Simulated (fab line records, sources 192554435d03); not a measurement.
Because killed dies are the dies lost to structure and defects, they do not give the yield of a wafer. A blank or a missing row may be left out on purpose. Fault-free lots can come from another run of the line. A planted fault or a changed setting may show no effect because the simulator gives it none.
One fault through the eyes of 3 desks :: flow n5Finfet :: each desk has only its own numbers; what lay behind them comes last

## THE TOOL OWNER'S DESK: rieSi-04
The tool's own readings at N5_FIN_CUT_CUT_ETCH_15 (etches Si in HBr/Cl2/O2, target depth 100 nm, bt time 10 s, time 42.4 s): means of the sampled wafers that have a number, for each lot that ran on this tool. Marked OUT: a lot whose mean sits more than 4 standard deviations from the usual mean, which makes it out of limits; the brackets give that distance.
Columns: A = O2_flow_sccm at N5_FIN_CUT_CUT_ETCH_15, usual 12.00 sccm; B = drypumpMotorCurrentA at N5_FIN_CUT_CUT_ETCH_15, usual 5.6 A; C = oesProductAu at N5_FIN_CUT_CUT_ETCH_15, usual 1.002 a.u.; D = throttleValvePct at N5_FIN_CUT_CUT_ETCH_15, usual 37.25 %
lot: L389
first seen here: day 3 15:53
A: 11.98
B: 5.7
C: 1.005
D: 37.26

lot: L392
first seen here: day 4 10:59
A: 11.97
B: 5.9
C: 0.995
D: 37.34

lot: L394
first seen here: day 4 21:29
A: 11.99
B: 5.7
C: 1.020
D: 37.13

lot: L395
first seen here: day 5 02:33
A: 12.02
B: 5.5
C: 1.035
D: 37.30
Result from this desk: across the 4 lots, nothing is out of limits.

## FROM THE METROLOGY DESK
What the gauges read for every lot (on any tool): the sampled wafers with a number, averaged. Marked OUT: a lot whose mean sits more than 4 standard deviations from the usual mean, which makes it out of limits; the brackets give that distance. 7 of its 11 readings are shown, namely those furthest out on some lot.
Columns: A = DIBL_N at N5_BEOL_M4_RC_MEAS_101, usual 36.1 mV/V; B = DIBL_P at N5_BEOL_M4_RC_MEAS_101, usual 36.3 mV/V; C = IOFF_N at N5_BEOL_M4_RC_MEAS_101, usual 0.16 nA/um; D = IOFF_P at N5_BEOL_M4_RC_MEAS_101, usual 0.21 nA/um; E = SS_P at N5_BEOL_M4_RC_MEAS_101, usual 73.3 mV/dec; F = VT_N at N5_BEOL_M4_RC_MEAS_101, usual 249 mV; G = VT_P at N5_BEOL_M4_RC_MEAS_101, usual -250.0 mV
lot: L385
first seen here: day 2 15:31
A: 36.7
B: 36.6
C: 0.16
D: 0.20
E: 73.8
F: 252
G: -252.4

lot: L387
first seen here: day 3 02:34
A: 38.4
B: 36.3
C: 0.18
D: 0.25
E: 73.7
F: 248
G: -250.6

lot: L389
first seen here: day 3 15:08
A: 35.9
B: 37.0
C: 0.16
D: 0.21
E: 73.4
F: 249
G: -249.2

lot: L390
first seen here: day 3 21:35
A: 34.9
B: 34.3
C: 0.13
D: 0.19
E: 72.7
F: 252
G: -250.5

lot: L392
first seen here: day 4 10:13
A: 35.6
B: 35.6
C: 0.15
D: 0.22
E: 73.7
F: 252
G: -248.2

lot: L394
first seen here: day 4 20:44
A: 36.4
B: 35.2
C: 0.15
D: 0.22
E: 73.3
F: 251
G: -249.1

lot: L395
first seen here: day 5 01:48
A: 37.1
B: 38.1
C: 0.20
D: 0.26
E: 73.3
F: 245
G: -248.3

lot: L396
first seen here: day 5 11:08
A: 39.0
B: 40.3
C: 0.22
D: 0.24
E: 73.9
F: 244
G: -248.2

lot: L405
first seen here: day 7 14:22
A: 38.0
B: 39.0
C: 0.21
D: 0.27
E: 74.2
F: 244
G: -246.3

lot: L406
first seen here: day 7 22:29
A: 35.5
B: 35.8
C: 0.15
D: 0.21
E: 73.7
F: 251
G: -250.2
Result from this desk: across the 10 lots, nothing is out of limits.

## THE DEFECT DESK
Counts from the inspections along the route, per lot, as means over the sampled wafers that have a number. Marked OUT: a lot whose mean sits more than 4 standard deviations from the usual mean, which makes it out of limits; the brackets give that distance.
Columns: A = rawDefectCount at N5_FIN_CUT_INSPECT_10, usual 43
lot: L385
first seen here: day 2 15:36
A: 34

lot: L387
first seen here: day 3 02:39
A: 48

lot: L389
first seen here: day 3 15:13
A: 40

lot: L390
first seen here: day 3 21:41
A: 55

lot: L392
first seen here: day 4 10:18
A: 37

lot: L394
first seen here: day 4 20:49
A: 33

lot: L395
first seen here: day 5 01:53
A: 46

lot: L396
first seen here: day 5 11:14
A: 61

lot: L405
first seen here: day 7 14:28
A: 44

lot: L406
first seen here: day 7 22:35
A: 48
Result from this desk: across the 10 lots, nothing is out of limits.

## BROUGHT TOGETHER
The tool owner's desk saw nothing out of limits.
At the metrology desk, nothing out of limits was observed.
No out-of-limits result turned up at the defect desk.

## WHAT THE SIMULATOR PUT IN
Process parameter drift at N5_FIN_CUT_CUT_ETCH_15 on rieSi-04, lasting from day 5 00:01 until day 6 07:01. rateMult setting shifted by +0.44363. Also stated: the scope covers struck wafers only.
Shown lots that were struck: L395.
